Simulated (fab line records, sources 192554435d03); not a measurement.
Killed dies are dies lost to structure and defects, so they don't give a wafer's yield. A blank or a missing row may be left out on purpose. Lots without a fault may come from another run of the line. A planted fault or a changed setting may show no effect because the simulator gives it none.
fab line records | flow n5_finfet
record lots=12 wafers=36 last_day=18
route steps=1938 shown BEOL_M7@1329 BEOL_M8@1336 PASSIVATION@1936
lots that met no fault: from a run of the same line without faults
start_h: hours from the record's first day to the start of the lot's first wafer shown | wait_h: hours since the lot's step before | " the same as in the row above | L1.1+2: a row that stands for several wafers | - no value, or no start given | * or withheld: withheld | < > ~ a bound
route shown NAME@n: a module of which the file shows steps, and the number in the route of the first | usual: mean/standard deviation of fault-free wafers | same: alike in all rows | chamber/n: place in a boat | sites: the reading at each site | _std_site: their standard deviation | _edge_site: outer sites' mean less inner sites' | radius_mm: how far each site lies from the wafer's centre | mask NAME#n: copy n | behind: the tool/chamber that last shaped the wafer | hold: why the lot was held/for how many hours/how that ended | device: the transistor (n, p or np) that didn't switch | end of line: the same wafers' tests at the end of the route | a step without rows: its recipe alone | killed: dies lost to structure and defects at the first sort, not the wafer's yield | map: a wafer's dies, x killed, . not, _ none there
set.NAME: the setting as run; set.NAME@STEP: as run at that earlier step | model.NAME: the simulator's own value behind a step, which no gauge read
steps of the route over a sample of lots; a table a step, a row a wafer
services: from which hour (start_h, from the record's first day; less than 0 if before it) a tool's chamber was out of use, for how many hours, and why
## steps
# step N5_BEOL_M7_DEP_56
# recipe material=SiCN target_thk_a=100 temp_c=withheld precursor=3MS/NH3 pressure_torr=3 rf_w=202 time_s=17.5
# usual showerhead_plenum_p_Torr=3.663/0.013 throttle_valve_pct=8.8/0.58
# columns lot.wafer tool chamber start_h wait_h showerhead_plenum_p_Torr throttle_valve_pct
L715.1 pecvd-04 2 210.94 0.0 3.672 8.4
L715.3 " 0 " " 3.633 8.4
L715.5 " 2 " " 3.677 8.8
L718.1 pecvd-04 1 226.30 0.0 3.670 8.5
L718.3 " 0 " " 3.639 8.6
L718.5 " 0 " " 3.640 8.3
L717.1 pecvd-02 1 226.96 0.0 3.684 10.0
L717.3 " 0 " " 3.665 9.4
L717.6 " 1 " " 3.679 9.6
L719.2 pecvd-01 2 234.96 0.0 3.666 7.9
L719.4 " 2 " " 3.652 7.9
L719.5 " 0 " " 3.669 8.5
L725.1 pecvd-04 2 262.12 0.0 3.661 8.6
L725.3 " 0 " " 3.638 8.8
L725.4 " 0 " " 3.652 8.7
L728.2 pecvd-02 0 285.61 0.0 3.663 9.5
L728.4 " 0 " " 3.680 9.4
L728.6 " 2 " " 3.681 8.9
L729.2 pecvd-01 1 287.36 0.0 3.655 9.7
L729.3 " 2 " " 3.654 8.1
L729.5 " 1 " " 3.667 9.8
L733.2 pecvd-04 1 317.77 0.0 3.681 8.4
L733.5 " 0 " " 3.651 8.5
L733.6 " 2 " " 3.673 8.4
L734.3 pecvd-01 1 318.79 0.0 3.657 9.8
L734.4 " 2 " " 3.657 8.2
L734.5 " 2 " " 3.649 8.0
L735.4 pecvd-01 0 328.90 0.0 3.660 8.4
L735.5 " 1 " " 3.645 9.9
L735.6 " 2 " " 3.661 8.2
L736.1 pecvd-04 2 339.13 0.0 3.670 8.6
L736.5 " 2 " " 3.662 8.8
L736.6 " 0 " " 3.636 8.7
L738.1 pecvd-04 0 356.59 0.0 3.641 8.7
L738.4 " 2 " " 3.670 8.6
L738.5 " 0 " " 3.645 8.6
# step N5_BEOL_M7_INSPECT_58
# recipe inspect_instrument=darkfield mode=post_dep
# usual raw_defect_count=73/23
# columns lot.wafer tool chamber start_h wait_h raw_defect_count
L715.1 defect_inspect-01 - 211.04 0.0 62
L715.3 " - " " 42
L715.5 " - " " 31
L718.1 defect_inspect-02 - 226.39 0.0 80
L718.3 " - " " 62
L718.5 " - " " 78
L717.1 defect_inspect-01 - 227.06 0.0 67
L717.3 " - " " 114
L717.6 " - " " 133
L719.2 defect_inspect-01 - 235.07 0.0 53
L719.4 " - " " 48
L719.5 " - " " 60
L725.1 defect_inspect-02 - 262.21 0.0 83
L725.3 " - " " 70
L725.4 " - " " 38
L728.2 defect_inspect-02 - 285.70 0.0 64
L728.4 " - " " 37
L728.6 " - " " 45
L729.2 defect_inspect-02 - 287.45 0.0 66
L729.3 " - " " 73
L729.5 " - " " 75
L733.2 defect_inspect-01 - 317.86 0.0 120
L733.5 " - " " 108
L733.6 " - " " 62
L734.3 defect_inspect-02 - 318.89 0.0 62
L734.4 " - " " 55
L734.5 " - " " 76
L735.4 defect_inspect-02 - 328.97 0.0 105
L735.5 " - " " 63
L735.6 " - " " 68
L736.1 defect_inspect-02 - 339.22 0.0 48
L736.5 " - " " 51
L736.6 " - " " 50
L738.1 defect_inspect-01 - 356.68 0.0 82
L738.4 " - " " 81
L738.5 " - " " 67
# step N5_BEOL_M8_HM_DEP_02
# recipe material=TiN target_thk_a=200 temp_c=25 chamber_pressure_pa=0.49996
# usual throttle_valve_pct=30.6/0.92
# columns lot.wafer tool chamber start_h wait_h throttle_valve_pct
L715.1 pvd_sputter-01 - 212.40 0.7 30.0
L715.3 " - " " 31.4
L715.5 " - " " 30.7
L718.1 pvd_sputter-03 - 228.02 0.9 32.0
L718.3 " - " " 28.8
L718.5 " - " " 28.8
L717.1 pvd_sputter-03 - 228.36 0.6 28.7
L717.3 " - " " 29.5
L717.6 " - " " 32.0
L719.2 pvd_sputter-02 - 238.45 2.7 30.6
L719.4 " - " " 30.6
L719.5 " - " " 30.5
L725.1 pvd_sputter-03 - 265.74 2.9 28.9
L725.3 " - " " 29.9
L725.4 " - " " 32.3
L728.2 pvd_sputter-03 - 287.85 1.2 29.0
L728.4 " - " " 32.1
L728.6 " - " " 32.2
L729.2 pvd_sputter-03 - 289.03 0.8 29.0
L729.3 " - " " 31.9
L729.5 " - " " 29.6
L733.2 pvd_sputter-01 - 319.85 1.3 30.1
L733.5 " - " " 29.9
L733.6 " - " " 31.6
L734.3 pvd_sputter-03 - 320.54 1.0 28.9
L734.4 " - " " 31.1
L734.5 " - " " 29.9
L735.4 pvd_sputter-01 - 331.49 1.8 30.1
L735.5 " - " " 30.3
L735.6 " - " " 31.6
L736.1 pvd_sputter-02 - 340.14 0.2 30.6
L736.5 " - " " 30.2
L736.6 " - " " 30.6
L738.1 pvd_sputter-01 - 358.49 1.1 30.2
L738.4 " - " " 31.2
L738.5 " - " " 29.9
# step N5_BEOL_M8_COAT_59
# recipe resist=SOC temp_c=250 time_s=60 spin_rpm=1500 resist_thk_nm=100
# usual exhaust_pa=44.9/0.83 spin_speed_rpm=1499.9/0.97
# columns lot.wafer tool chamber start_h wait_h exhaust_pa spin_speed_rpm
L715.1 litho_track-05 0 212.53 0.1 44.4 1500.5
L715.3 " 0 " " 44.9 1499.4
L715.5 " 0 " " 45.3 1500.8
L718.1 litho_track-04 0 228.15 0.1 43.9 1498.7
L718.3 " 0 " " 44.7 1500.7
L718.5 " 0 " " 43.3 1498.5
L717.1 litho_track-05 0 228.49 0.1 44.4 1498.4
L717.3 " 0 " " 44.8 1499.3
L717.6 " 0 " " 46.6 1499.9
L719.2 litho_track-04 0 238.58 0.1 44.9 1498.7
L719.4 " 0 " " 44.9 1501.5
L719.5 " 0 " " 44.6 1499.2
L725.1 litho_track-04 0 265.87 0.1 43.8 1534.9
L725.3 " 0 " " 44.4 1534.4
L725.4 " 0 " " 44.5 1536.2
L728.2 litho_track-04 0 287.98 0.1 46.1 1537.5
L728.4 " 0 " " 45.9 1535.5
L728.6 " 0 " " 45.3 1536.6
L729.2 litho_track-04 0 289.16 0.1 43.6 1536.2
L729.3 " 0 " " 44.5 1535.0
L729.5 " 0 " " 43.4 1534.8
L733.2 litho_track-03 0 319.98 0.1 44.3 1500.7
L733.5 " 0 " " 45.0 1500.0
L733.6 " 0 " " 45.4 1501.4
L734.3 litho_track-05 0 320.67 0.1 45.1 1500.3
L734.4 " 0 " " 44.6 1500.6
L734.5 " 0 " " 45.0 1501.4
L735.4 litho_track-03 0 331.62 0.1 44.1 1499.1
L735.5 " 0 " " 45.4 1499.4
L735.6 " 0 " " 46.1 1498.8
L736.1 litho_track-03 0 340.27 0.1 44.8 1501.6
L736.5 " 0 " " 45.0 1499.7
L736.6 " 0 " " 45.5 1499.7
L738.1 litho_track-04 0 358.61 0.1 43.0 1500.4
L738.4 " 0 " " 46.0 1501.1
L738.5 " 0 " " 45.3 1499.4
# step N5_PASSIVATION_PROBE_49
# usual defect_limited_yield=90.5/1.7 killed_at_M0_to_M3=37/12 killed_at_M4_up=14/5.2 killed_at_contacts=12/5.9 killed_at_front_end=45/14 killed_at_other=3.5/2.8 killed_dies=112/21 killed_open=73/15 killed_short=36/8.9 sort_bin_4_leakage=0.00/0.007 sort_bin_5_function=5.6/1.2 sort_bin_6_memory=3.5/0.68 sort_bin_8_speed=0.01/0.1 sort_n_pass=1068/21 sort_yield_pct=90.5/1.8
# same gross_dies=1180 killed_at_back_side=0
# columns lot.wafer tool chamber start_h wait_h defect_limited_yield[%] killed_at_M0_to_M3 killed_at_M4_up killed_at_contacts killed_at_front_end killed_at_other killed_dies killed_open killed_short sort_bin_4_leakage[%] sort_bin_5_function[%] sort_bin_6_memory[%] sort_bin_8_speed[%] sort_n_pass sort_yield_pct[%]
L728.2 prober-01 - 367.94 0.1 91.5 27 17 10 46 0 100 69 30 0 4.8 3.4 0 1080 91.5
L728.4 prober-01 - 368.04 0.2 90.3 28 17 19 49 2 115 81 31 0 5.7 3.6 0 1065 90.3
L728.6 prober-01 - 368.14 0.3 91.9 21 18 11 39 6 95 62 28 0 4.2 3.3 0 1085 91.9
L733.2 prober-01 - 391.50 0.1 85.4 60 12 18 77 5 172 114 54 0 10.0 4.2 0 1008 85.4
L733.5 prober-01 - 391.65 0.2 87.5 52 9 18 65 4 148 97 49 0 7.8 4.2 0 1032 87.5
L733.6 prober-01 - 391.70 0.3 89.6 38 12 12 57 4 123 78 39 0 6.2 3.9 0 1057 89.6
L734.3 prober-02 - 396.53 0.1 90.7 51 11 13 32 3 110 72 36 0 5.6 3.4 0 1070 90.7
L734.4 prober-02 - 396.58 0.2 91.0 45 10 11 37 3 106 63 32 0 5.2 3.1 0 1074 91.0
L734.5 prober-02 - 396.63 0.2 90.0 53 11 9 39 6 118 78 38 0 6.1 3.6 0 1062 90.0
# killed by level:class
L728.2 MOL_CONTACT_COAG:geometric_particle:open=10 BEOL_M0_SAQP:geometric_particle:short=7 BEOL_M0_SAQP:geometric_particle:open=7 STARTING-WAFER:geometric_particle:open=7 FIN_SAQP:geometric_particle:open=6 STI_FIN_REVEAL:geometric_particle:open=6 DUMMY_GATE:geometric_particle:open=6 BEOL_M4:geometric_particle:open=5
L728.4 MOL_CONTACT_COAG:geometric_particle:open=16 BEOL_M1:geometric_particle:open=10 STI_FIN_REVEAL:geometric_particle:open=9 BEOL_M3:geometric_particle:open=7 FIN_SAQP:geometric_particle:open=6 DUMMY_GATE:geometric_particle:open=6 BEOL_M4:geometric_particle:open=6 STARTING-WAFER:geometric_particle:open=6
L728.6 FIN_SAQP:geometric_particle:open=10 MOL_CONTACT_COAG:geometric_particle:open=10 FIN_SAQP:geometric_particle:short=6 STI_FIN_REVEAL:geometric_particle:open=6 BEOL_M4:geometric_particle:open=6 BEOL_M6:geometric_particle:open=6 BEOL_M0_SAQP:geometric_particle:short=5 BEOL_M2:geometric_particle:short=5
L733.2 STI_FIN_REVEAL:geometric_particle:open=40 BEOL_M3:geometric_particle:open=15 BEOL_M0_SAQP:geometric_particle:short=14 MOL_CONTACT_COAG:geometric_particle:open=13 BEOL_M0_SAQP:geometric_particle:open=11 FIN_SAQP:geometric_particle:short=9 STI_FIN_REVEAL:geometric_particle:short=6 GATE_CUT:geometric_particle:short=6
L733.5 STI_FIN_REVEAL:geometric_particle:open=28 BEOL_M0_SAQP:geometric_particle:short=17 MOL_CONTACT_COAG:geometric_particle:open=15 BEOL_M0_SAQP:geometric_particle:open=13 FIN_SAQP:geometric_particle:open=7 BEOL_M1:geometric_particle:open=7 FIN_SAQP:geometric_particle:short=6 STI_FIN_REVEAL:geometric_particle:short=6
L733.6 STI_FIN_REVEAL:geometric_particle:open=17 FIN_SAQP:geometric_particle:short=13 FIN_SAQP:geometric_particle:open=10 MOL_CONTACT_COAG:geometric_particle:open=9 BEOL_M0_SAQP:geometric_particle:short=9 BEOL_M0_SAQP:geometric_particle:open=9 BEOL_M2:geometric_particle:open=7 BEOL_M3:geometric_particle:open=7
L734.3 BEOL_M0_SAQP:geometric_particle:short=12 MOL_CONTACT_COAG:geometric_particle:open=11 BEOL_M3:geometric_particle:open=11 STI_FIN_REVEAL:geometric_particle:open=9 BEOL_M1:geometric_particle:open=8 BEOL_M0_SAQP:geometric_particle:open=7 FIN_SAQP:geometric_particle:short=6 BEOL_M0:geometric_particle:open=5
L734.4 BEOL_M0_SAQP:geometric_particle:open=11 BEOL_M3:geometric_particle:open=11 BEOL_M0_SAQP:geometric_particle:short=10 STI_FIN_REVEAL:geometric_particle:open=8 MOL_CONTACT_COAG:geometric_particle:open=7 HKMG_FIN:area_etch=6 DUMMY_GATE:geometric_particle:open=5 GATE_CUT:geometric_particle:short=5
L734.5 BEOL_M0_SAQP:geometric_particle:short=12 BEOL_M0_SAQP:geometric_particle:open=11 STI_FIN_REVEAL:geometric_particle:open=10 BEOL_M1:geometric_particle:open=9 BEOL_M3:geometric_particle:open=7 MOL_CONTACT_COAG:geometric_particle:open=6 GATE_CUT:geometric_particle:short=6 BEOL_M2:geometric_particle:open=6
## services
# columns tool chamber start_h hours kind
pecvd-04 1 188.62 2.1 scheduled_down
pecvd-01 2 202.38 - clean
pecvd-01 2 202.38 - consumable_replace:showerhead
pecvd-01 2 202.38 29.0 scheduled_down
pecvd-01 2 202.38 29.0 vent_cycle
pecvd-02 1 204.81 2.1 scheduled_down
pecvd-02 2 212.94 5.5 scheduled_down
pecvd-01 1 234.87 10.4 repair
pecvd-02 - 240.78 1.8 repair
pecvd-04 - 255.35 2.8 pm
pecvd-02 1 256.42 - calibration
pecvd-01 1 262.38 5.5 scheduled_down
litho_track-03 - 284.85 - consumable_replace:filter
pvd_sputter-02 - 288.91 7.9 repair
pecvd-02 2 301.11 4.4 repair
pvd_sputter-02 - 303.50 6.2 repair
pecvd-04 - 309.26 0.5 repair
litho_track-04 - 311.45 - consumable_replace:filter
pecvd-01 0 312.00 16.5 scheduled_down
pecvd-02 - 313.43 2.2 repair
litho_track-05 - 346.20 - consumable_replace:filter
## key
first_sign step=N5_BEOL_M8_COAT_59 reading=spin_speed_rpm direction=up sigmas=37 usual=* struck=*
effect none on later readings
met_at N5_BEOL_M8_COAT_59
struck_lots L725,L728,L729
not_acting_at N5_BEOL_M7_DEP_56,N5_BEOL_M7_INSPECT_58,N5_BEOL_M8_HM_DEP_02
onset_between 238.58 265.87
fault kind=process_parameter_drift tool=litho_track-04 chamber=- onset_h=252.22 steps=N5_BEOL_M8_COAT_59 channel=spin_rpm offset=* shape=step end_h=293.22 acts_in=* stated=*
